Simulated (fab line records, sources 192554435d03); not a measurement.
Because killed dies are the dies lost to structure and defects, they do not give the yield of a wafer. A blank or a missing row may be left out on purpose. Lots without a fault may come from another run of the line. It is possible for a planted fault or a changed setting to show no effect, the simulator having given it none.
Split-lot trial	flow n5-finfet	21 wafers read from 7 lots, route of 1938 steps

== SPLIT DETAILS ==
At N5_BEOL_M14_TRENCH_ETCH_34 (etches SiO2 in C4F8/O2/Ar, target depth 556.65 nm, time 126.9 s), the setting time-s was moved away from the recipe's 126.9 s on 8 of the 21 wafers read, by -22.2% to +16.8%. For the rest of the wafers, this setting stayed at what the recipe calls for.

== FROM THE SPLIT TO THE READING: what the file shows between them, 8 steps ==
- N5_BEOL_M14_STRIP_70: strips in C4F8/O2/Ar
- N5_BEOL_M14_OCD_MEAS_35
- N5_BEOL_M14_SPUTTER_45: material Cu, target thk 100 nm, time 16.67 s (also split here: power-w)
- N5_BEOL_M14_ECD_47: material Cu, target thk 1248 nm
- N5_BEOL_M14_ANNEAL_48: time 90 s
- N5_BEOL_M14_CMP_49: polishes, stops on SiO2, t overpolish 5.2 s, target thk 560 nm
- N5_BEOL_M14_PRE_CLEAN_52: time 15 s
- N5_BEOL_M14_DEP_53: deposits SiCN from 3MS/NH3, target thk 50 nm, time 17.8 s

== THE READING ==
At N5_BEOL_M14_RS_MEAS_54, a four-point-probe measurement gives M14_RS in ohm/sq. Fault-free wafers of this fab line usually give 0.0330 ohm/sq, standard deviation 0.001 ohm/sq.

wafer	tool, chamber at the split	time-s as run, s	against the recipe	M14_RS, ohm/sq	against lot-mates on the recipe
L080.2	rie-diel-04, 1	98.75	-22.2%	0.0423	+0.0095
L080.3	rie-diel-04, 0	98.75	-22.2%	0.0421	+0.0093
L080.5	rie-diel-04, 1	126.9	recipe	0.0328	-
L081.1	rie-diel-05, 1	126.9	recipe	0.0333	-
L081.3	rie-diel-05, 2	126.9	recipe	0.0339	-
L081.4	rie-diel-05, 2	126.9	recipe	0.0337	-
L082.1	rie-diel-06, 1	119.3	-6.0%	0.0340	+0.0011
L082.3	rie-diel-06, 2	126.9	recipe	0.0334	-
L082.4	rie-diel-06, 3	126.9	recipe	0.0325	-
L083.1	rie-diel-04, 1	126.9	recipe	0.0326	-
L083.4	rie-diel-04, 0	108.9	-14.2%	0.0378	+0.0052
L083.6	rie-diel-04, 2	108.9	-14.2%	0.0393	+0.0067
L088.3	rie-diel-06, 0	126.9	recipe	0.0331	-
L088.4	rie-diel-06, 1	126.9	recipe	0.0322	-
L088.5	rie-diel-06, 0	126.9	recipe	0.0329	-
L094.1	rie-diel-06, 1	146.4	+15.4%	0.0277	-0.0041
L094.2	rie-diel-06, 3	146.4	+15.4%	0.0282	-0.0036
L094.5	rie-diel-06, 1	126.9	recipe	0.0318	-
L093.2	rie-diel-04, 1	126.9	recipe	0.0328	-
L093.4	rie-diel-04, 3	126.9	recipe	0.0314	-
L093.5	rie-diel-04, 1	148.2	+16.8%	0.0281	-0.0040

FIT RESULTS
A straight line over all 21 wafers: M14_RS changes by -0.000371 ohm/sq for each +1% of time-s; r = -0.98; the points scatter about the line by 0.00086 ohm/sq.
The same after taking each lot's own level away (the mean of its wafers on the recipe; 21 wafers): -0.000351 ohm/sq for each +1%; r = -0.97; scatter 0.00091 ohm/sq.
The reading moves by 0.0078 ohm/sq for the largest change in time-s, on that fit.
Measured against the standard deviation above, the lots' own levels, which go from 0.03180 to 0.03363 ohm/sq, span 1.8 times it.
Consequently the slope shifts little with the lot-to-lot level, the two slopes agreeing.
Check: for one of the wafers moved furthest among these (-22.2%), held out of the fit, the line's prediction against its lot-mates is +0.0078 ohm/sq. It came out at +0.0095 ohm/sq against them.

== FURTHER SPLITS ON THESE WAFERS ==
Note: prior to the reading, these wafers also went through further splits. Each is held against what the fit with the lots' levels taken away leaves over:
other split on the same wafers	wafers away from the commonest value	r with M14_RS (lot level and that fit taken away)
N5_BEOL_M11_TRENCH_ETCH_37 time-s	4	+0.41
N5_BEOL_M11_ETCH_41 time-s	7	+0.38
N5_BEOL_M12_EXPOSE_07 dose-mj	9	+0.18
N5_BEOL_M13_ETCH_68 time-s	6	-0.35
N5_BEOL_M13_SPUTTER_43 time-s	6	+0.08
N5_BEOL_M14_SPUTTER_45 power-w	6	+0.18

== THE WHOLE CHAIN: every reading that the file lists as answering this split, in the file's order ==
step	what it does	reading	change (the file's fit)	r (the file's)
N5_BEOL_M14_TRENCH_ETCH_34	etches SiO2 in C4F8/O2/Ar, target depth 556.65 nm, time 126.9 s	etch.depth-nm (the simulator's own value, which no gauge read)	+5.37 nm for each +1% of the setting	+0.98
N5_BEOL_M14_OCD_MEAS_35		trench-depth-nm	+5.37 nm for each +1% of the setting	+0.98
N5_BEOL_M14_CMP_49	polishes, stops on SiO2, t overpolish 5.2 s, target thk 560 nm	Cu_of_BEOL_M14_ECD_47.thk-nm (the simulator's own value, which no gauge read)	+5.39 nm for each +1% of the setting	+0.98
N5_BEOL_M14_RS_MEAS_54	measures by four-point-probe	M14_RS	-0.000342 for each +1% of the setting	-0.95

== THE FILE'S OWN FIT ==
M14_RS changes by -0.000342 ohm/sq for each +1% of time-s, r = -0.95.
